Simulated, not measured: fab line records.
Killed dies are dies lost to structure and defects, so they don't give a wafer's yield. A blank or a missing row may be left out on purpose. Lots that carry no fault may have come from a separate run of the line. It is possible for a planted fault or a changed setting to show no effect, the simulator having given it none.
Code-filled problem report in 8D (eight disciplines) form :: flow n5Finfet :: the parts of the form that need people (team, actions taken, sign-off) are left out

1. THE PROBLEM
doseIonsCm2 at N5_WELL_APT_IMPLANT_15 reads a mean of 1.7384e+13 on 9 wafers of 3 lots; wafers without a fault read 1.4999e+13 with a standard deviation of 1.5e+10. That is +99 or more standard deviations from the usual mean.
The first sign was on wafer L304.1 at day 3 20:07, on implanter-01. Wafers with a number at this step in the record: 30, from 10 lots. The rule behind "out" and "out of limits": a value lying over 4 standard deviations away from the usual mean. Any other wafer with a number is counted as sound.

2. WHAT THIS IS AND IS NOT
question: which readings at this step
is: doseIonsCm2, faradayCurrentUA
is not: -

question: which lots
is: L304, L306, L307
is not: L296, L298, L299, L300, L305, L311, L316

question: which wafers of those lots
is: all that have a number
is not: -

question: read on which tools
is: implanter-01
is not: implanter-02

question: when
is: from day 3 20:07
is not: up to then (12 sound wafers); but 9 sound wafers of L305, L311, L316 came after

3. SUSPECTS, AND WHAT RULES EACH OUT
Counting: a tool stays on the suspect list if, at a process step up to the reading, it processed all lots that are out and no sound lot following the first of them.
- implanter-01 at N5_WELL_APT_IMPLANT_15: kept. It ran every lot that is out, first L304 (day 3 20:07), and no sound lot after that; its last sound lot up to then is L300 (day 2 20:51). Its own doseIonsCm2, faradayCurrentUA readings are out on those wafers.
Remaining after the count: implanter-01 at N5_WELL_APT_IMPLANT_15.

4. THE CAUSE (what the simulator had put in)
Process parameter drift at N5_WELL_APT_IMPLANT_15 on implanter-01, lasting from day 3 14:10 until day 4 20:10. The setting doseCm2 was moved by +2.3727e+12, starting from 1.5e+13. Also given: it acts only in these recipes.
This tool alone remained once counting was done.

5. THE CHAIN OF EFFECTS, in route order
Each row: a reading whose mean over the struck wafers that have a number lies more than 3 standard deviations from the usual. Only readings for which the record gives a usual standard deviation are gone through. hours: the time from each lot's start at the first step in this table that gives one to its start at this step, as a median over the lots. sigmas: the change in usual standard deviations.
hours: 0
step: N5_WELL_APT_IMPLANT_15
reading: doseIonsCm2
usual: 1.4999e+13
on struck wafers: 1.7384e+13
change: +2.3854e+12
sigmas: +99 or more

hours: 0
step: N5_WELL_APT_IMPLANT_15
reading: faradayCurrentUA
usual: 190
on struck wafers: 219
change: +29
sigmas: +8.1
Here are the process steps it includes:
- N5_WELL_APT_IMPLANT_15
At these later measuring or inspecting steps, every struck wafer for which the step has a row has a number for every such reading, and none has moved that far: N5_WELL_APT_CD_MEAS_25, N5_BEOL_M4_RC_MEAS_101.

6. HOW IT WOULD HAVE BEEN CAUGHT EARLIER
In this record the first reading out of limits was taken at day 3 20:07, 6 hours after the fault began at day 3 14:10.
